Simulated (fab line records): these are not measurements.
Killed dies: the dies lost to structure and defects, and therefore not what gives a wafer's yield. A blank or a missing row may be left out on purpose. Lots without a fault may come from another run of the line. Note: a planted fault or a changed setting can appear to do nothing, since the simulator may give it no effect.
Matching of chambers -- flow n5_finfet -- N5_BEOL_M6_DESCUM_16 on rie_diel-01: 4 sister chambers
The step chemistry O2, time 7.9 s. 18 wafers are shown with their chamber, then 9 later ones without.

== WAFERS PAIRED WITH THEIR CHAMBERS ==
wafer,chamber,throttle_valve_pct (%),showerhead_plenum_p_Torr (Torr),oes_product_au (a.u.)
L074.1,1,20.25,2.12,0.92
L074.3,2,20.60,2.12,0.81
L074.5,2,20.60,2.12,0.80
L082.1,3,20.64,2.06,0.73
L082.4,0,20.54,2.11,0.81
L082.5,1,20.29,2.11,0.87
L081.1,0,20.56,2.11,0.81
L081.2,1,20.30,2.11,0.87
L081.6,1,20.27,2.11,0.87
L084.2,0,20.57,2.11,0.80
L084.5,0,20.57,2.10,0.80
L084.6,3,20.63,2.06,0.72
L087.2,0,20.54,2.10,0.80
L087.3,3,20.64,2.06,0.73
L087.6,0,20.56,2.10,0.80
L089.1,2,20.65,2.10,0.76
L089.4,1,20.31,2.11,0.85
L089.6,3,20.65,2.06,0.72

SIGNATURES (averages over the wafers above)
reading,chamber 0,chamber 1,chamber 2,chamber 3,scatter within a chamber
throttle_valve_pct,20.5567,20.2840,20.6167,20.6400,0.0191
showerhead_plenum_p_Torr,2.1050,2.1120,2.1133,2.0600,0.00596
oes_product_au,0.8033,0.8760,0.7900,0.7250,0.0176
Rule: distance of a wafer from a chamber = root of the sum over the readings of ((wafer's reading minus chamber's mean) / reading's scatter) squared. If the next closest chamber is less than 2 further off than the closest, the wafer can't be placed; otherwise it belongs to the closest. How the scatter is found: for the shown wafers, subtract from each reading the mean of its chamber, square and add these, divide the total by (wafers less chambers), then take the root.

== WAFERS WITH NO CHAMBER GIVEN ==
wafer,throttle_valve_pct (%),showerhead_plenum_p_Torr (Torr),oes_product_au (a.u.)
L090.3,20.63,2.06,0.72
L090.4,20.57,2.10,0.79
L090.6,20.30,2.11,0.85
L092.3,20.33,2.11,0.84
L092.5,20.68,2.10,0.75
L092.6,20.66,2.05,0.71
L097.3,20.70,2.09,0.74
L097.4,20.35,2.10,0.81
L097.5,20.61,2.09,0.76

== THE CHAMBER EACH PASSED THROUGH ==
wafer,from the rows above,in truth
L090.3,3,3
L090.4,can't be placed: 0 or 2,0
L090.6,1,1
L092.3,1,1
L092.5,2,2
L092.6,3,3
L097.3,can't be placed: 3 or 2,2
L097.4,1,1
L097.5,can't be placed: 2 or 0 or 3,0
6 of 9 placed correctly. From these rows, 3 cannot be placed; in 3 the true chamber is one of the candidates. Wrongly placed: 0.
